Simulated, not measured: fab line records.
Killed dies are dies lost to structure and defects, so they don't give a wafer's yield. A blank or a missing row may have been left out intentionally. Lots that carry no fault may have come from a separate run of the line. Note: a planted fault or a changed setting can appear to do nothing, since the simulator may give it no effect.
Split-lot trial || flow n5 finfet || 7 lots, 21 wafers read, on a route of 1938 steps

ABOUT THE SPLIT
At N5_BEOL_M1_COAT_76 (time 60 s, resist thk 5 nm), the setting spin rpm was moved away from the recipe's 1500 rpm on 5 of the 21 wafers read, by -6.4% to +10.8%. The other wafers ran this setting at the recipe's value.

FROM THE SPLIT TO THE READING: what the file shows between them, 3 steps
- N5_BEOL_M1_COAT_22: resist thk 30 nm
- N5_BEOL_M1_EBR_24
- N5_BEOL_M1_DESCUM_33: chemistry O2, time 7 s

THE READING
etch.depth nm (the simulator's own value, which no gauge read), in nm, at N5_BEOL_M1_ETCH_77 (etches underlayer in N2/H2, target depth 6.5 nm, time 5.2 s). No usual value for it is given in the file. Here, 16 wafers ran the recipe; their average is 5.002 nm with a standard deviation of 0.02 nm.

{"wafer": "L074.1", "tool, chamber at the split": "litho track-05, 0", "spin rpm as run, rpm": 1500, "against the recipe": "recipe", "etch.depth nm, nm": 5.039, "against lot-mates on the recipe": "-"}
{"wafer": "L074.2", "tool, chamber at the split": "litho track-05, 0", "spin rpm as run, rpm": 1500, "against the recipe": "recipe", "etch.depth nm, nm": 5.034, "against lot-mates on the recipe": "-"}
{"wafer": "L074.6", "tool, chamber at the split": "litho track-05, 0", "spin rpm as run, rpm": 1500, "against the recipe": "recipe", "etch.depth nm, nm": 5.03, "against lot-mates on the recipe": "-"}
{"wafer": "L075.1", "tool, chamber at the split": "litho track-05, 0", "spin rpm as run, rpm": 1500, "against the recipe": "recipe", "etch.depth nm, nm": 5.008, "against lot-mates on the recipe": "-"}
{"wafer": "L075.2", "tool, chamber at the split": "litho track-05, 0", "spin rpm as run, rpm": 1500, "against the recipe": "recipe", "etch.depth nm, nm": 4.993, "against lot-mates on the recipe": "-"}
{"wafer": "L075.3", "tool, chamber at the split": "litho track-05, 0", "spin rpm as run, rpm": 1500, "against the recipe": "recipe", "etch.depth nm, nm": 4.993, "against lot-mates on the recipe": "-"}
{"wafer": "L082.2", "tool, chamber at the split": "litho track-05, 0", "spin rpm as run, rpm": 1500, "against the recipe": "recipe", "etch.depth nm, nm": 4.98, "against lot-mates on the recipe": "-"}
{"wafer": "L082.3", "tool, chamber at the split": "litho track-05, 0", "spin rpm as run, rpm": 1500, "against the recipe": "recipe", "etch.depth nm, nm": 4.988, "against lot-mates on the recipe": "-"}
{"wafer": "L082.5", "tool, chamber at the split": "litho track-05, 0", "spin rpm as run, rpm": 1658, "against the recipe": "+10.5%", "etch.depth nm, nm": 4.758, "against lot-mates on the recipe": -0.226}
{"wafer": "L084.2", "tool, chamber at the split": "litho track-04, 0", "spin rpm as run, rpm": 1500, "against the recipe": "recipe", "etch.depth nm, nm": 4.98, "against lot-mates on the recipe": "-"}
{"wafer": "L084.3", "tool, chamber at the split": "litho track-04, 0", "spin rpm as run, rpm": 1599, "against the recipe": "+6.6%", "etch.depth nm, nm": 4.819, "against lot-mates on the recipe": -0.153}
{"wafer": "L084.6", "tool, chamber at the split": "litho track-04, 0", "spin rpm as run, rpm": 1500, "against the recipe": "recipe", "etch.depth nm, nm": 4.964, "against lot-mates on the recipe": "-"}
{"wafer": "L085.1", "tool, chamber at the split": "litho track-04, 0", "spin rpm as run, rpm": 1500, "against the recipe": "recipe", "etch.depth nm, nm": 5.002, "against lot-mates on the recipe": "-"}
{"wafer": "L085.4", "tool, chamber at the split": "litho track-04, 0", "spin rpm as run, rpm": 1500, "against the recipe": "recipe", "etch.depth nm, nm": 4.997, "against lot-mates on the recipe": "-"}
{"wafer": "L085.6", "tool, chamber at the split": "litho track-04, 0", "spin rpm as run, rpm": 1662, "against the recipe": "+10.8%", "etch.depth nm, nm": 4.743, "against lot-mates on the recipe": -0.256}
{"wafer": "L087.1", "tool, chamber at the split": "litho track-04, 0", "spin rpm as run, rpm": 1500, "against the recipe": "recipe", "etch.depth nm, nm": 5.002, "against lot-mates on the recipe": "-"}
{"wafer": "L087.2", "tool, chamber at the split": "litho track-04, 0", "spin rpm as run, rpm": 1500, "against the recipe": "recipe", "etch.depth nm, nm": 4.998, "against lot-mates on the recipe": "-"}
{"wafer": "L087.5", "tool, chamber at the split": "litho track-04, 0", "spin rpm as run, rpm": 1500, "against the recipe": "recipe", "etch.depth nm, nm": 5, "against lot-mates on the recipe": "-"}
{"wafer": "L097.1", "tool, chamber at the split": "litho track-03, 0", "spin rpm as run, rpm": 1404, "against the recipe": "-6.4%", "etch.depth nm, nm": 5.182, "against lot-mates on the recipe": "+0.164"}
{"wafer": "L097.2", "tool, chamber at the split": "litho track-03, 0", "spin rpm as run, rpm": 1500, "against the recipe": "recipe", "etch.depth nm, nm": 5.018, "against lot-mates on the recipe": "-"}
{"wafer": "L097.5", "tool, chamber at the split": "litho track-03, 0", "spin rpm as run, rpm": 1404, "against the recipe": "-6.4%", "etch.depth nm, nm": 5.185, "against lot-mates on the recipe": "+0.167"}

THE FIT
A straight line over all 21 wafers: etch.depth nm changes by -0.0253 nm for each +1% of spin rpm; r = -0.98; the points scatter about the line by 0.02 nm.
The same after taking each lot's own level away (the mean of its wafers on the recipe; 21 wafers): -0.0236 nm for each +1%; r = -1.00; scatter 0.0079 nm.
According to that fit, moving spin rpm by its largest amount changes the reading by 0.25 nm.
Across the lots, their own levels run from 4.9720 to 5.0343 nm, a range of 3.1 times the standard deviation given above.
The two slopes are in agreement: the lot-to-lot level therefore moves the slope only a little.
Check: with one of the wafers moved furthest among these (+10.8%) left out of the fit, the line predicts -0.25 nm for it against its lot-mates. Against them it came out at -0.256 nm.

ADDITIONAL SPLITS CARRIED BY THESE WAFERS
Other splits were also applied to these wafers ahead of the reading. Each is held against what the fit with the lots' levels taken away leaves over:
{"other split on the same wafers": "N5_GATE_CUT_COAT_34 spin rpm", "wafers away from the commonest value": 6, "r with etch.depth nm (lot level and that fit taken away)": "+0.02"}
{"other split on the same wafers": "N5_MOL_CONTACT_COAG_EXPOSE_05 dose mj", "wafers away from the commonest value": 6, "r with etch.depth nm (lot level and that fit taken away)": -0.40}
{"other split on the same wafers": "N5_MOL_CONTACT_COAG_ETCH_91 time s", "wafers away from the commonest value": 8, "r with etch.depth nm (lot level and that fit taken away)": -0.30}
{"other split on the same wafers": "N5_MOL_CONTACT_COAG_ETCHBACK_135 time s", "wafers away from the commonest value": 11, "r with etch.depth nm (lot level and that fit taken away)": "+0.11"}
{"other split on the same wafers": "N5_BEOL_M0_SAQP_DESCUM_45 time s", "wafers away from the commonest value": 11, "r with etch.depth nm (lot level and that fit taken away)": -0.20}
{"other split on the same wafers": "N5_BEOL_M0_SAQP_ALD_48 ald cycles", "wafers away from the commonest value": 9, "r with etch.depth nm (lot level and that fit taken away)": -0.05}
{"other split on the same wafers": "N5_BEOL_M1_COAT_68 spin rpm", "wafers away from the commonest value": 7, "r with etch.depth nm (lot level and that fit taken away)": "+0.29"}

THE WHOLE CHAIN: every reading that the file lists as answering this split, in the file's order
{"step": "N5_BEOL_M1_ETCH_77", "what it does": "etches underlayer in N2/H2, target depth 6.5 nm, time 5.2 s", "reading": "CAR-EUV_of_BEOL_M1_COAT_22.thk nm (the simulator's own value, which no gauge read)", "change (the file's fit)": "+0.0289 nm for each +1% of the setting", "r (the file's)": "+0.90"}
{"step": "N5_BEOL_M1_ETCH_77", "what it does": "etches underlayer in N2/H2, target depth 6.5 nm, time 5.2 s", "reading": "etch.depth nm (the simulator's own value, which no gauge read)", "change (the file's fit)": "-0.0232 nm for each +1% of the setting", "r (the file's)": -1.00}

THE FILE'S OWN FIT
etch.depth nm changes by -0.0232 nm for each +1% of spin rpm, r = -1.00.
